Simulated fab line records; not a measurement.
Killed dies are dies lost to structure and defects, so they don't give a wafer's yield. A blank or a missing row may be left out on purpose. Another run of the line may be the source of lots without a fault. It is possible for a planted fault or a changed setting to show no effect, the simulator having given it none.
Code-filled problem report in 8D (eight disciplines) form || flow n5 finfet || the parts of the form that need people (team, actions taken, sign-off) are left out

## 1. PROBLEM STATEMENT
killed_at_M4_up at N5_PASSIVATION_PROBE_49 reads a mean of 138 on 6 wafers of 2 lots; wafers without a fault read 14 with a standard deviation of 5.5. Measured from the usual mean, that is +23 standard deviations.
Earliest sighting: wafer L777.2 on prober-01 at day 17 05:10. The record has a number at this step for 9 wafers belonging to 3 lots. By rule, "out" or "out of limits" means more than 4 standard deviations away from the usual mean. All remaining wafers that have a number are taken as sound.

## 2. WHAT IT IS AND WHAT IT IS NOT
{"question": "which readings at this step", "is": "killed_at_M4_up, defect limited yield, killed dies, sort n pass, sort yield pct", "is not": "killed_at_M0_to_M3, killed at contacts, killed at other, killed open, sort_bin_8_speed"}
{"question": "which lots", "is": "L775, L777", "is not": "L763"}
{"question": "which wafers of those lots", "is": "all that have a number", "is not": "-"}
{"question": "read on which tools", "is": "prober-01", "is not": "-"}
{"question": "when", "is": "from day 17 05:10", "is not": "up to then (3 sound wafers)"}

## 3. WHAT RULES OUT EACH SUSPECT
Counting: a tool at a process step up to the reading stays a suspect if it ran every lot that is out and no sound lot after the first of them.
- rie diel-02 at N5_BEOL_M13_ETCH_67 (etches SiARC in CF4, target depth 143 nm, time 238.3 s): kept. It ran every lot that is out, first L777 (day 15 23:34), and no sound lot after that.
- rie diel-04 at N5_PASSIVATION_DESCUM_12 (chemistry O2, time 7.9 s): kept. It ran every lot that is out, first L777 (day 16 20:59), and no sound lot after that.
- prober-01 at N5_PASSIVATION_PROBE_49: kept. It ran every lot that is out, first L777 (day 17 05:10), and no sound lot after that; its last sound lot up to then is L763 (day 14 07:58). Its own defect limited yield, killed_at_M4_up, killed dies, sort n pass, sort yield pct readings are out on those wafers.
The count leaves rie diel-02 at N5_BEOL_M13_ETCH_67, rie diel-04 at N5_PASSIVATION_DESCUM_12, and prober-01 at N5_PASSIVATION_PROBE_49.

## 4. THE CAUSE (what the simulator had put in)
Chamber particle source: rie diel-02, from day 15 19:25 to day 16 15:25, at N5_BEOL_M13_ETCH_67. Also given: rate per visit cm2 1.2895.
Counting leaves 3 suspects; this tool is one of them.

## 5. THE CHAIN OF EFFECTS, in route order
Rows list readings where the struck wafers' mean (over those with a number) sits beyond 3 standard deviations from the usual. Only readings whose record carries a usual standard deviation are examined. hours: median over the lots of the time between each lot's start at the first step of this table that gives one and its start at this step. sigmas: the change, counted in usual standard deviations.
{"hours": 0, "step": "N5_PASSIVATION_PROBE_49", "reading": "defect limited yield", "usual": "91.0 %", "on struck wafers": 81.2, "change": -9.8, "sigmas": -6.5}
{"hours": 0, "step": "N5_PASSIVATION_PROBE_49", "reading": "killed_at_M4_up", "usual": 14, "on struck wafers": 138, "change": "+124", "sigmas": "+23"}
{"hours": 0, "step": "N5_PASSIVATION_PROBE_49", "reading": "killed dies", "usual": 106, "on struck wafers": 222, "change": "+116", "sigmas": "+6.4"}
{"hours": 0, "step": "N5_PASSIVATION_PROBE_49", "reading": "sort_bin_5_function", "usual": "5.3 %", "on struck wafers": 11.6, "change": "+6.3", "sigmas": "+6.3"}
{"hours": 0, "step": "N5_PASSIVATION_PROBE_49", "reading": "sort n pass", "usual": 1074, "on struck wafers": 958, "change": -116, "sigmas": -6.4}
{"hours": 0, "step": "N5_PASSIVATION_PROBE_49", "reading": "sort yield pct", "usual": "91.0 %", "on struck wafers": 81.2, "change": -9.8, "sigmas": -6.5}
The process steps in it:
- N5_PASSIVATION_PROBE_49

## 6. HOW IT WOULD HAVE BEEN CAUGHT EARLIER
First out-of-limits reading in this record: day 17 05:10, which is 34 hours after fault onset at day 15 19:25.
Of the tool readings at N5_BEOL_M13_ETCH_67 for which the record gives a usual standard deviation, none was out on any struck wafer, so an alarm limit of 4 standard deviations on them would not have fired.
The start of N5_BEOL_M13_ETCH_67 on rie diel-02 came by day 17 05:10 for every one of the lots that are out (2). Tool hold at that time: it would have spared none of them.
